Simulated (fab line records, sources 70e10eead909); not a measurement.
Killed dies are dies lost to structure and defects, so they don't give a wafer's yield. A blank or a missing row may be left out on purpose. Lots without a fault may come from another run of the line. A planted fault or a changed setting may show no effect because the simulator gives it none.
fab line records | flow nand_harc | part 2 of 2: steps 5 to 6 of 6
record lots=23 wafers=69 last_day=25
route steps=1159 shown P_ZERO_WELL@46 P_GATE@150 P_CONTACT@234 P_M0@268
lots that met no fault: from a run of the same line without faults
start_h: hours from the record's first day to the start of the lot's first wafer shown | wait_h: hours since the lot's step before | " the same as in the row above | L1.1+2: a row that stands for several wafers | - no value, or no start given | * or withheld: withheld | < > ~ a bound
route shown NAME@n: a module of which the file shows steps, and the number in the route of the first | usual: mean/standard deviation of fault-free wafers | same: alike in all rows | chamber/n: place in a boat | sites: the reading at each site | _std_site: their standard deviation | _edge_site: outer sites' mean less inner sites' | radius_mm: how far each site lies from the wafer's centre | mask NAME#n: copy n | behind: the tool/chamber that last shaped the wafer | hold: why the lot was held/for how many hours/how that ended | device: the transistor (n, p or np) that didn't switch | end of line: the same wafers' tests at the end of the route | a step without rows: its recipe alone | killed: dies lost to structure and defects at the first sort, not the wafer's yield | map: a wafer's dies, x killed, . not, _ none there
set.NAME: the setting as run; set.NAME@STEP: as run at that earlier step | model.NAME: the simulator's own value behind a step, which no gauge read
steps of the route over a sample of lots; a table a step, a row a wafer
services: from which hour (start_h, from the record's first day; less than 0 if before it) a tool's chamber was out of use, for how many hours, and why
## steps
# step NHARC_P_CONTACT_STRIP_28
# recipe o2_flow_sccm=500 ar_flow_sccm=0 bias_w=0 chemistry=O2
# usual drypump_motor_current_A=5.7/0.58 oes_product_au=0.999/0.013 rf_vpp_V=57.9/0.89 showerhead_plenum_p_Torr=3.54/0.15 throttle_valve_pct=17.036/0.0087
# columns lot.wafer tool chamber start_h wait_h drypump_motor_current_A oes_product_au rf_hours_counter_h rf_vpp_V showerhead_plenum_p_Torr throttle_valve_pct
L074.2 rie_diel-08 0 110.51 0.1 5.6 0.999 14 56.5 3.30 17.057
L074.5 " 2 " " 5.7 0.994 - 57.4 3.37 17.049
L074.4 " 0 " " 5.6 0.996 - 58.0 3.30 17.037
L075.4 rie_diel-11 3 111.53 0.1 5.9 0.994 31 58.4 3.52 17.035
L075.2 " 1 " " 5.2 0.995 37 59.4 3.36 17.049
L075.5 " 2 " " 6.5 0.999 - 57.2 3.59 17.027
L077.4 rie_diel-08 1 123.28 0.1 6.0 1.017 14 59.5 3.73 17.037
L077.1 " 2 " " 5.7 1.003 12 57.6 3.37 17.029
L077.6 " 0 " " 5.7 1.003 - 58.0 3.30 17.034
L076.1 rie_diel-03 0 125.44 0.1 4.8 1.012 6 58.1 3.60 17.042
L076.2 " 1 " " 5.4 1.007 8 58.0 3.78 17.050
L076.5 " 3 " " 5.3 0.964 - 58.6 3.56 17.033
L078.3 rie_diel-03 2 133.88 0.1 6.8 0.994 9 57.9 3.45 17.044
L078.1 " 0 " " 4.8 1.004 7 58.7 3.60 17.044
L078.5 " 2 " " 6.8 1.000 - 58.5 3.45 17.041
L079.6 rie_diel-11 0 144.69 0.1 6.1 0.975 - 57.1 3.59 17.039
L079.5 " 2 " " 6.5 1.004 - 57.9 3.59 17.044
L079.4 " 3 " " 5.9 0.977 - 58.4 3.51 17.030
L080.3 rie_diel-11 3 150.14 0.1 5.9 0.987 45 56.6 3.51 17.013
L080.5 " 3 " " 5.9 0.983 - 57.6 3.51 17.034
L080.4 " 0 " " 6.0 0.984 - 58.2 3.59 17.038
L083.3 rie_diel-03 1 155.24 0.1 5.4 0.999 12 58.5 3.78 17.033
L083.1 " 2 " " 6.8 0.996 12 58.6 3.45 17.029
L083.2 " 3 " " 5.3 0.961 12 57.0 3.56 17.022
L082.2 rie_diel-08 3 155.91 0.1 5.0 0.982 3 58.4 3.54 17.036
L082.3 " 1 " " 6.1 1.020 3 57.8 3.73 17.021
L082.5 " 3 " " 5.0 0.989 - 57.8 3.54 17.039
L081.3 rie_diel-11 0 156.52 0.1 6.1 0.975 45 59.1 3.59 17.033
L081.2 " 2 " " 6.5 1.003 48 58.3 3.59 17.040
L081.5 " 3 " " 5.9 0.991 - 58.5 3.51 17.034
L084.3 rie_diel-08 0 175.14 0.1 5.6 1.006 4 56.9 3.29 17.026
L084.1 " 1 " " 6.0 1.022 4 59.2 3.73 17.040
L084.2 " 2 " " 5.7 1.006 3 56.9 3.37 17.039
L086.1 rie_diel-03 1 190.07 0.1 5.3 1.015 16 57.0 3.78 17.038
L086.3 " 3 " " 5.3 0.978 16 56.6 3.56 17.036
L086.6 " 1 " " 5.3 1.006 - 58.4 3.78 17.031
L088.2 rie_diel-08 1 191.02 0.1 6.0 1.021 4 58.3 3.73 17.024
L088.1 " 2 " " 5.7 1.006 5 58.0 3.37 17.027
L088.4 " 3 " " 5.0 1.000 5 58.1 3.54 17.017
L087.4 rie_diel-03 0 191.52 0.1 4.8 1.019 14 57.1 3.59 17.025
L087.3 " 1 " " 5.3 1.010 16 58.4 3.78 17.033
L087.5 " 0 " " 4.9 1.016 - 59.0 3.59 17.018
L089.1 rie_diel-08 1 205.40 0.1 6.1 1.011 5 58.7 3.73 17.036
L089.2 " 2 " " 5.7 1.003 6 59.5 3.37 17.029
L089.5 " 0 " " 5.6 0.994 - 57.6 3.29 17.039
L090.4 rie_diel-03 0 207.85 0.1 4.8 1.008 14 57.9 3.59 17.019
L090.3 " 1 " " 5.3 1.006 16 59.1 3.78 17.029
L090.2 " 2 " " 6.9 0.991 16 58.2 3.45 17.025
L091.1 rie_diel-08 2 215.35 0.1 5.7 1.004 6 56.7 3.37 17.050
L091.2 " 3 " " 5.0 1.001 7 58.7 3.54 17.027
L091.6 " 2 " " 5.7 1.002 - 57.7 3.37 17.030
L092.3 rie_diel-08 1 215.61 0.1 6.0 1.010 6 57.2 3.73 17.030
L092.1 " 3 " " 5.0 1.000 7 56.5 3.54 17.053
L092.5 " 0 " " 5.6 1.006 - 56.3 3.29 17.029
L093.3 rie_diel-08 2 220.87 0.1 5.7 1.004 7 56.4 3.37 17.039
L093.5 " 0 " " 5.6 0.994 - 56.9 3.29 17.025
L093.6 " 1 " " 6.0 1.009 - 57.9 3.73 17.030
L094.3 rie_diel-08 0 233.63 0.1 5.6 0.999 9 57.3 3.29 17.021
L094.2 " 1 " " 6.0 1.018 8 58.6 3.73 17.018
L094.4 " 3 " " 5.0 1.004 9 58.9 3.54 17.051
L095.4 rie_diel-03 2 238.57 0.1 6.9 1.006 2 57.4 3.45 17.037
L095.2 " 3 " " 5.3 0.986 2 57.6 3.56 17.052
L095.5 " 2 " " 6.8 1.012 - 57.9 3.45 17.026
L096.4 rie_diel-03 0 241.00 0.1 4.8 0.996 2 56.4 3.59 17.029
L096.1 " 1 " " 5.3 1.001 2 57.8 3.78 17.037
L096.3 " 2 " " 6.8 1.002 2 58.8 3.45 17.036
L097.4 rie_diel-03 1 259.55 0.1 5.3 0.989 3 59.5 3.78 17.032
L097.3 " 0 " " 4.9 0.990 3 58.7 3.59 17.045
L097.6 " 1 " " 5.4 0.983 - 61.0 3.78 17.044
# step NHARC_P_M0_ETCH_15
# recipe target_depth_a=1500 overetch_a=150 time_s=82.5 c4f8_flow_sccm=withheld ar_flow_sccm=400 rf_w=600 bias_w=300 chemistry=C4F8/Ar
# usual oes_product_au=0.956/0.023 rf_vpp_V=442.2/2.5
# columns lot.wafer tool chamber start_h wait_h oes_product_au rf_hours_counter_h rf_vpp_V
L074.2 rie_diel-09 0 - - 0.948 2 443.7
L074.4 " 2 " " 0.980 1 444.3
L074.5 " 0 " " 0.952 - 443.8
L075.2 rie_diel-01 3 - - 0.919 9 441.1
L075.4 " 0 " " 0.920 9 440.7
L075.5 " 3 " " 0.907 - 441.2
L077.1 rie_diel-01 0 - - 0.931 10 440.4
L077.4 " 1 " " 0.918 8 442.8
L077.6 " 0 " " 0.930 - 440.2
L076.1 rie_diel-09 0 - - 0.958 3 443.2
L076.2 " 3 " " 0.994 3 446.3
L076.5 " 1 " " 0.949 - 444.5
L078.3 rie_diel-05 3 - - 0.959 9 443.3
L078.1 " 1 " " 1.004 10 440.0
L078.5 " 3 " " 0.956 - 443.2
L079.4 rie_diel-09 3 - - 0.984 4 443.5
L079.6 " 3 " " 0.989 - 446.0
L079.5 " 0 " " 0.955 - 444.6
L080.4 rie_diel-09 2 - - 0.976 4 444.8
L080.3 " 3 " " 0.978 4 446.2
L080.5 " 1 " " 0.957 - 444.3
L083.2 rie_diel-01 3 - - 0.965 2 440.6
L083.1 " 0 " " 0.974 2 441.7
L083.3 " 1 " " 0.998 2 441.2
L082.3 rie_diel-09 3 - - 0.950 5 444.2
L082.2 " 0 " " 0.940 6 443.1
L082.5 " 0 " " 0.938 - 443.1
L081.2 rie_diel-05 0 - - 0.933 12 440.3
L081.3 " 2 " " 0.929 12 436.5
L081.5 " 1 " " 0.951 - 441.0
L084.3 rie_diel-09 0 - - 0.963 8 443.9
L084.1 " 1 " " 0.979 7 443.5
L084.2 " 2 " " 0.969 5 445.4
L086.3 rie_diel-09 0 - - 0.934 10 443.7
L086.1 " 2 " " 0.986 6 446.0
L086.6 " 0 " " 0.947 - 442.7
L088.2 rie_diel-05 1 - - 0.945 2 441.7
L088.4 " 3 " " 0.950 2 442.7
L088.1 " 0 " " 0.952 2 439.0
L087.3 rie_diel-01 2 - - 0.961 5 436.9
L087.4 " 3 " " 0.967 5 439.9
L087.5 " 1 " " 0.959 - 441.6
L089.1 rie_diel-09 0 - - 0.911 10 443.4
L089.2 " 2 " " 0.937 7 443.7
L089.5 " 1 " " 0.927 - 441.5
L090.3 rie_diel-09 2 - - 0.964 7 442.3
L090.4 " 3 " " 0.953 9 444.9
L090.2 " 0 " " 0.922 10 442.2
L091.1 rie_diel-09 2 - - 0.980 8 445.3
L091.2 " 3 " " 0.983 11 444.8
L091.6 " 1 " " 0.958 - 444.3
L092.3 rie_diel-05 3 - - 0.949 5 443.3
L092.1 " 0 " " 0.975 4 441.5
L092.5 " 3 " " 0.942 - 443.7
L093.3 rie_diel-05 3 - - 0.969 5 442.3
L093.5 " 0 " " 0.963 - 439.9
L093.6 " 1 " " 0.981 - 440.5
L094.2 rie_diel-01 1 - - 0.958 7 441.5
L094.4 " 3 " " 0.949 7 440.5
L094.3 " 0 " " 0.972 6 439.6
L095.2 rie_diel-09 0 - - 0.975 13 441.5
L095.4 " 1 " " 0.946 12 442.9
L095.5 " 3 " " 0.996 - 445.9
L096.1 rie_diel-01 0 - - 0.939 7 439.7
L096.4 " 1 " " 0.934 8 441.7
L096.3 " 2 " " 0.934 8 437.4
L097.3 rie_diel-01 2 - - 0.940 11 436.4
L097.4 " 0 " " 0.936 9 440.3
L097.6 " 2 " " 0.927 - 439.1
## services
# columns tool chamber start_h hours kind
rie_diel-09 0 7.99 7.2 repair
rie_diel-08 3 10.86 4.9 repair
rie_diel-12 2 12.08 24.6 repair
rie_diel-12 - 25.40 9.0 pm
rie_diel-08 2 36.87 7.6 repair
rie_diel-09 3 50.49 10.5 repair
rie_diel-08 1 67.11 3.9 repair
rie_diel-08 0 75.14 4.1 repair
rie_diel-09 - 77.12 9.0 pm
rie_diel-13 - 99.00 9.0 pm
rie_diel-01 1 107.02 6.3 repair
rie_diel-12 3 111.95 6.8 repair
rie_diel-01 1 115.92 8.4 repair
rie_diel-01 - 138.11 9.0 pm
rie_diel-05 - 163.60 9.0 pm
rie_diel-12 3 170.63 10.5 repair
rie_diel-09 2 181.93 8.8 repair
rie_diel-01 3 188.51 1.5 repair
rie_diel-12 3 202.17 20.3 repair
rie_diel-12 - 202.40 9.0 pm
rie_diel-09 0 217.68 3.2 repair
rie_diel-09 0 226.98 2.1 repair
rie_diel-09 - 254.12 9.0 pm
rie_diel-05 3 255.04 18.0 repair
